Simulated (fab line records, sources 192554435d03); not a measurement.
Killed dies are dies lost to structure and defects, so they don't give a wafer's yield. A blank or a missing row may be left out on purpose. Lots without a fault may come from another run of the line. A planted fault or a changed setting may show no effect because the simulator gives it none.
Which tool did it? | flow n5_finfet | 24 lots, 72 wafers sampled, at 5 steps of a route of 1938

WHAT THE GAUGES READ, wafer by wafer
N5_SDB_INSPECT_13: inspects for defects (brightfield). Usual: raw_defect_count 67, standard deviation 28.
lot  | measured    | on                | raw_defect_count | flag
L074 | day 3 17:59 | defect_inspect-01 | 34 36 70         |
L075 | day 3 23:54 | defect_inspect-02 | 76 82 109        |
L076 | day 4 06:46 | defect_inspect-02 | 41 37 43         |
L077 | day 4 11:16 | defect_inspect-02 | 75 78 72         |
L078 | day 4 16:34 | defect_inspect-02 | 88 46 32         |
L079 | day 4 22:40 | defect_inspect-01 | 99 73 104        |
L080 | day 5 09:22 | defect_inspect-01 | 63 86 52         |
L081 | day 5 12:34 | defect_inspect-01 | 103 49 71        |
L082 | day 5 17:25 | defect_inspect-02 | 64 57 57         |
L083 | day 6 01:25 | defect_inspect-01 | 34 82 57         |
L084 | day 6 10:43 | defect_inspect-01 | 39 45 36         |
L085 | day 6 13:58 | defect_inspect-01 | 46 88 87         |
L086 | day 6 21:28 | defect_inspect-01 | 78 69 62         |
L087 | day 7 07:19 | defect_inspect-02 | 82 86 50         |
L088 | day 7 08:14 | defect_inspect-02 | 83 59 96         |
L089 | day 7 14:32 | defect_inspect-02 | 232 63 132       |
L090 | day 7 23:52 | defect_inspect-01 | 68 39 82         |
L091 | day 8 02:44 | defect_inspect-02 | 87 53 63         |
L092 | day 8 12:22 | defect_inspect-02 | 103 59 55        |
L093 | day 8 15:39 | defect_inspect-01 | 101 67 64        |
L094 | day 8 19:46 | defect_inspect-01 | 50 58 38         |
L095 | day 9 02:59 | defect_inspect-01 | 28 29 57         |
L096 | day 9 07:07 | defect_inspect-01 | 51 90 77         |
L097 | day 9 14:35 | defect_inspect-02 | 66 66 84         |

N5_SDB_INSPECT_36: inspects for defects (darkfield). Usual: raw_defect_count 36, standard deviation 15.
lot  | measured    | on                | raw_defect_count | flag
L074 | day 3 22:32 | defect_inspect-02 | 27 19 32         |
L075 | day 4 04:55 | defect_inspect-02 | 58 50 34         |
L076 | day 4 11:06 | defect_inspect-02 | 51 43 35         |
L077 | day 4 15:11 | defect_inspect-02 | 31 33 22         |
L078 | day 4 21:40 | defect_inspect-02 | 33 36 37         |
L079 | day 5 03:00 | defect_inspect-01 | 27 43 33         |
L080 | day 5 15:23 | defect_inspect-01 | 30 28 44         |
L081 | day 5 17:28 | defect_inspect-02 | 24 16 51         |
L082 | day 5 23:02 | defect_inspect-01 | 21 27 14         |
L083 | day 6 07:53 | defect_inspect-01 | 60 38 48         |
L084 | day 6 14:40 | defect_inspect-01 | 69 35 63         |
L085 | day 6 17:56 | defect_inspect-01 | 13 19 19         |
L086 | day 7 01:21 | defect_inspect-02 | 34 70 32         |
L087 | day 7 11:23 | defect_inspect-01 | 29 13 33         |
L088 | day 7 13:22 | defect_inspect-01 | 55 28 63         |
L089 | day 7 18:25 | defect_inspect-02 | 33 16 18         |
L090 | day 8 05:31 | defect_inspect-01 | 51 52 35         |
L091 | day 8 06:37 | defect_inspect-02 | 22 30 20         |
L092 | day 8 17:11 | defect_inspect-01 | 51 51 63         |
L093 | day 8 21:01 | defect_inspect-01 | 29 61 22         |
L094 | day 9 01:07 | defect_inspect-02 | 29 54 38         |
L095 | day 9 06:56 | defect_inspect-01 | 42 33 66         |
L096 | day 9 11:08 | defect_inspect-01 | 36 46 34         |
L097 | day 9 19:01 | defect_inspect-02 | 26 27 38         |

N5_HKMG_FIN_OVL_MEAS_50. Usual: NDIPOLE_OVL -0.4 nm, standard deviation 0.8.
lot  | measured    | on         | NDIPOLE_OVL (nm) | flag
L074 | day 4 00:07 | overlay-02 | 0.1 -0.9 -0.2    |
L075 | day 4 06:38 | overlay-02 | 0.0 0.6 0.4      |
L076 | day 4 12:40 | overlay-02 | -1.1 0.2 -0.7    |
L077 | day 4 16:53 | overlay-02 | -0.4 -0.4 -0.6   |
L078 | day 4 23:17 | overlay-01 | 0.8 0.3 2.0      |
L079 | day 5 04:26 | overlay-01 | -1.2 -1.5 -1.2   |
L080 | day 5 16:50 | overlay-01 | -0.7 0.4 0.3     |
L081 | day 5 19:05 | overlay-01 | -0.2 -0.8 -0.4   |
L082 | day 6 00:44 | overlay-01 | -1.8 -1.4 -2.2   |
L083 | day 6 09:40 | overlay-01 | 0.0 -1.6 -0.1    |
L084 | day 6 16:25 | overlay-01 | -1.3 -1.2 -0.3   |
L085 | day 6 19:41 | overlay-02 | -0.7 0.2 -0.4    |
L086 | day 7 02:55 | overlay-01 | 0.0 -0.5 0.8     |
L087 | day 7 13:04 | overlay-02 | -0.6 -1.5 -0.7   |
L088 | day 7 15:02 | overlay-01 | -0.4 -1.0 -0.6   |
L089 | day 7 20:01 | overlay-01 | 0.1 0.0 0.2      |
L090 | day 8 06:56 | overlay-02 | -1.0 -1.2 -0.7   |
L091 | day 8 08:11 | overlay-02 | -0.2 0.3 -0.3    |
L092 | day 8 18:37 | overlay-01 | -0.1 -0.8 0.3    |
L093 | day 8 22:35 | overlay-02 | -0.1 -1.6 -1.1   |
L094 | day 9 02:41 | overlay-01 | -0.5 -1.4 -0.6   |
L095 | day 9 08:32 | overlay-02 | -0.9 -0.6 0.4    |
L096 | day 9 13:02 | overlay-01 | -0.7 1.6 0.4     |
L097 | day 9 20:39 | overlay-02 | -0.5 0.2 0.4     |

WHICH TOOL RAN EACH LOT (tool, then ch and the chambers of the sampled wafers, then the start)
lot  | N5_SD_EPI_P_DESCUM_14             | N5_HKMG_FIN_ALD_74
L074 | rie_diel-03 ch 0,1,3, day 3 06:30 | ald_hk-02 ch 1,3, day 3 23:32
L075 | rie_diel-04 ch 0,1, day 3 11:18   | ald_hk-01 ch 1,2, day 4 05:55
L076 | rie_diel-05 ch 0,3, day 3 18:26   | ald_hk-01 ch 1,3, day 4 12:05
L077 | rie_diel-05 ch 0,1, day 3 23:07   | ald_hk-03 ch 0,1,2, day 4 16:19
L078 | rie_diel-03 ch 0,3, day 4 04:53   | ald_hk-02 ch 0,1,3, day 4 22:43
L079 | rie_diel-04 ch 0,3, day 4 11:20   | ald_hk-03 ch 0,1,2, day 5 03:59
L080 | rie_diel-04 ch 0,1, day 4 21:56   | ald_hk-02 ch 1,3, day 5 16:23
L081 | rie_diel-03 ch 0,3, day 5 00:17   | ald_hk-02 ch 1,2, day 5 18:31
L082 | rie_diel-03 ch 0,1,2, day 5 06:13 | ald_hk-01 ch 0,1,3, day 6 00:17
L083 | rie_diel-04 ch 0,1, day 5 14:13   | ald_hk-01 ch 0,1,2, day 6 09:05
L084 | rie_diel-05 ch 0,3, day 5 22:53   | ald_hk-01 ch 0,2,3, day 6 15:50
L085 | rie_diel-03 ch 0,2,3, day 6 02:32 | ald_hk-01 ch 0,1,3, day 6 19:07
L086 | rie_diel-03 ch 0,1, day 6 09:40   | ald_hk-03 ch 0,1, day 7 02:20
L087 | rie_diel-04 ch 0,1,3, day 6 19:38 | ald_hk-01 ch 0,2, day 7 12:30
L088 | rie_diel-04 ch 1,3, day 6 21:05   | ald_hk-03 ch 0,1,3, day 7 14:28
L089 | rie_diel-05 ch 0,1,3, day 7 02:43 | ald_hk-02 ch 0,1,3, day 7 19:27
L090 | rie_diel-04 ch 0,2,3, day 7 10:34 | ald_hk-03 ch 1,2,3, day 8 06:30
L091 | rie_diel-04 ch 0,2, day 7 15:25   | ald_hk-02 ch 0,1,3, day 8 07:44
L092 | rie_diel-05 ch 0,1,3, day 8 00:16 | ald_hk-02 ch 0,1,2, day 8 18:10
L093 | rie_diel-04 ch 0,1,2, day 8 04:25 | ald_hk-01 ch 1,3, day 8 22:00
L094 | rie_diel-05 ch 2,3, day 8 08:25   | ald_hk-01 ch 2,3, day 9 02:06
L095 | rie_diel-05 ch 0,1,3, day 8 14:32 | ald_hk-03 ch 0,1,2, day 9 07:58
L096 | rie_diel-04 ch 1,2, day 8 19:47   | ald_hk-02 ch 1,2,3, day 9 12:19
L097 | rie_diel-05 ch 0,1, day 9 01:57   | ald_hk-03 ch 0,2,3, day 9 20:12
- N5_SD_EPI_P_DESCUM_14: chemistry O2, time 7.9 s.
- N5_HKMG_FIN_ALD_74: deposits La2O3, target thk 0.5 nm, pulse time 6 s, co reactant pulse time 1 s.

WHAT THE TOOLS THEMSELVES READ (means of the sampled wafers that have a number; where no wafer has one, the mark that the record gives instead)
N5_SD_EPI_P_DESCUM_14. Usual: drypump_motor_current_A 5.6 A, standard deviation 0.45; oes_product_au 0.75 a.u., standard deviation 0.058; rf_vpp_V 243.1 V, standard deviation 1.2; showerhead_plenum_p_Torr 2.10 Torr, standard deviation 0.057; throttle_valve_pct 20.55 %, standard deviation 0.14.
lot  | tool        | drypump_motor_current_A (A) | oes_product_au (a.u.) | rf_vpp_V (V) | showerhead_plenum_p_Torr (Torr) | throttle_valve_pct (%) | flag
L074 | rie_diel-03 | 5.4                         | 0.85                  | 243.6        | 2.13                            | 20.58                  |
L075 | rie_diel-04 | 5.7                         | 0.80                  | 244.1        | 2.11                            | 20.62                  |
L076 | rie_diel-05 | 5.8                         | 0.76                  | 244.0        | 2.17                            | 20.60                  |
L077 | rie_diel-05 | 5.7                         | 0.75                  | 244.1        | 2.17                            | 20.61                  |
L078 | rie_diel-03 | 5.5                         | 0.87                  | 243.5        | 2.11                            | 20.52                  |
L079 | rie_diel-04 | 5.4                         | 0.73                  | 242.9        | 2.08                            | 20.60                  |
L080 | rie_diel-04 | 5.7                         | 0.78                  | 243.0        | 2.11                            | 20.66                  |
L081 | rie_diel-03 | 5.5                         | 0.87                  | 242.9        | 2.10                            | 20.53                  |
L082 | rie_diel-03 | 5.2                         | 0.80                  | 244.0        | 2.11                            | 20.44                  |
L083 | rie_diel-04 | 5.7                         | 0.78                  | 243.9        | 2.10                            | 20.64                  |
L084 | rie_diel-05 | 5.8                         | 0.75                  | 243.5        | 2.13                            | 20.55                  |
L085 | rie_diel-03 | 5.4                         | 0.79                  | 243.6        | 2.13                            | 20.50                  |
L086 | rie_diel-03 | 5.2                         | 0.81                  | 242.8        | 2.10                            | 20.56                  |
L087 | rie_diel-04 | 5.6                         | 0.75                  | 242.8        | 2.09                            | 20.64                  |
L088 | rie_diel-04 | 5.2                         | 0.73                  | 242.3        | 2.09                            | 20.69                  |
L089 | rie_diel-05 | 5.8                         | 0.74                  | 243.3        | 2.13                            | 20.59                  |
L090 | rie_diel-04 | 5.9                         | 0.71                  | 242.3        | 2.05                            | 20.53                  |
L091 | rie_diel-04 | 6.4                         | 0.71                  | 242.8        | 2.02                            | 20.42                  |
L092 | rie_diel-05 | 5.7                         | 0.73                  | 242.4        | 2.12                            | 20.59                  |
L093 | rie_diel-04 | 6.1                         | 0.74                  | 242.1        | 2.06                            | 20.55                  |
L094 | rie_diel-05 | 5.4                         | 0.73                  | 242.2        | 2.10                            | 20.45                  |
L095 | rie_diel-05 | 5.7                         | 0.73                  | 243.9        | 2.12                            | 20.60                  |
L096 | rie_diel-04 | 6.2                         | 0.71                  | 242.0        | 2.02                            | 20.52                  |
L097 | rie_diel-05 | 5.7                         | 0.71                  | 243.2        | 2.12                            | 20.62                  |

N5_HKMG_FIN_ALD_74. Usual: heater_power_w 343 W, standard deviation 28; precursor_pulse_height_rel 1.000, standard deviation 0.021.
lot  | tool      | heater_power_w (W) | precursor_pulse_height_rel | flag
L074 | ald_hk-02 | 349                | 0.988                      |
L075 | ald_hk-01 | 311                | 0.990                      |
L076 | ald_hk-01 | 373                | 1.028                      |
L077 | ald_hk-03 | 331                | 1.008                      |
L078 | ald_hk-02 | 346                | 0.983                      |
L079 | ald_hk-03 | 332                | 1.004                      |
L080 | ald_hk-02 | 346                | 1.003                      |
L081 | ald_hk-02 | 336                | 0.994                      |
L082 | ald_hk-01 | 363                | 0.997                      |
L083 | ald_hk-01 | 327                | 0.992                      |
L084 | ald_hk-01 | 349                | 1.002                      |
L085 | ald_hk-01 | 367                | 0.988                      |
L086 | ald_hk-03 | 308                | 0.995                      |
L087 | ald_hk-01 | 327                | 1.010                      |
L088 | ald_hk-03 | 323                | 0.982                      |
L089 | ald_hk-02 | 351                | 1.000                      |
L090 | ald_hk-03 | 343                | 0.991                      |
L091 | ald_hk-02 | 353                | 1.028                      |
L092 | ald_hk-02 | 335                | 0.986                      |
L093 | ald_hk-01 | 357                | 1.008                      |
L094 | ald_hk-01 | 366                | 1.003                      |
L095 | ald_hk-03 | 332                | 1.002                      |
L096 | ald_hk-02 | 339                | 0.987                      |
L097 | ald_hk-03 | 346                | 0.990                      |

THE ANSWER, worked out from the rows above alone
Rule: a lot is off if the mean of its wafers that have a number lies more than 3 standard deviations from the usual mean. A lot without any number at a reading at which 4 lots or more have one is off too. The other lots that the step has rows for count as sound. The gauges are gone through in route order, then the tools' own readings, and for those a lot's mean is taken as printed above. The first step at which some lot is off is used, and at that step the reading that is off furthest; a lot without a number counts as furthest.
No lot is off at any reading shown: from this, nothing can be told.

WHAT THE SIMULATOR HAD PUT IN
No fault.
